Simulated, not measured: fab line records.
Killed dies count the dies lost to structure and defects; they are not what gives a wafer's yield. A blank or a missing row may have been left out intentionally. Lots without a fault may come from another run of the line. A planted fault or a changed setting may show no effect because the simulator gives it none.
Problem report in the 8D (eight disciplines) form, filled by code :: flow n5_finfet :: the parts of the form that need people (team, actions taken, sign-off) are left out

== 1. THE ISSUE ==
Wafers without a fault read 125.2 s, standard deviation 0.6; run_length_s at N5_BEOL_M2_CO_CAP_55 reads a mean of 169.6 s on 3 wafers belonging to 2 lots. Relative to the usual mean, that is a shift of +74 standard deviations.
The step: material Co, precursor CCTBA/H2, target thk 2 nm, time 102.1 s.
First observed at day 9 10:07: wafer L362.2, on cvd_co-02. Wafers with a number at this step in the record: 28, from 10 lots. Rule for "out", or "out of limits": more than 4 standard deviations from the usual mean. The rest of the wafers with a number are treated as sound.

== 2. WHAT IT IS; WHAT IT IS NOT ==
question: which readings at this step
is: run_length_s
is not: heater_power_w, susceptor_temp_C

question: which lots
is: L362, L365
is not: L355, L359, L363, L367, L368, L370, L374, L377

question: which wafers of those lots
is: L362.2, L362.4, L365.2
is not: L362.5, L365.3

question: read on which tools
is: cvd_co-02
is not: cvd_co-01

question: when
is: from day 9 10:07
is not: up to then (7 sound wafers); but 18 sound wafers of L363, L365, L367, L368, L370, L374, L377 came after

== 3. THE SUSPECTS, EACH WITH WHAT RULES IT OUT ==
Counting: a tool at a process step up to the reading stays a suspect if it ran every lot that is out. Sound lots after the first of them don't rule it out here, since some wafers of a struck lot are sound.
- cvd_co-02 at N5_BEOL_M2_CO_CAP_55 (material Co, precursor CCTBA/H2, target thk 2 nm, time 102.1 s): kept. It processed each lot that is out (first: L362, day 9 10:07); up to then, its last sound lot is L359 (day 8 01:11). Its own readings are out on those wafers: run_length_s.
The count leaves cvd_co-02 at N5_BEOL_M2_CO_CAP_55.

== 4. THE CAUSE (what the simulator had put in) ==
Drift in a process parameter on cvd_co-02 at N5_BEOL_M2_CO_CAP_55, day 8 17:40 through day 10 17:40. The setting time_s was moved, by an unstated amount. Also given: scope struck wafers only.
The count eliminated every tool but this one.

== 5. THE EFFECT CHAIN, in route order ==
Each row: a reading where the mean over the struck wafers with a number is more than 3 standard deviations away from the usual. Scope: only readings with a usual standard deviation given in the record; hours: median across lots of the time from each lot's start at the first step in this table that gives one to its start at this step; sigmas: change in usual standard deviations.
hours: 0
step: N5_BEOL_M2_CO_CAP_55
reading: run_length_s
usual: 125.2 s
on struck wafers: 169.6
change: +44.4
sigmas: +74
It contains these process steps:
- N5_BEOL_M2_CO_CAP_55: material Co, precursor CCTBA/H2, target thk 2 nm, time 102.1 s.
Later measuring or inspecting steps at which every struck wafer that the step has a row for has a number for every such reading, and none has moved that far: N5_BEOL_M4_RC_MEAS_101.

== 6. WHAT WOULD HAVE CAUGHT IT SOONER ==
The fault began at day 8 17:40; the first out-of-limits reading in this record came at day 9 10:07, 16 hours later.
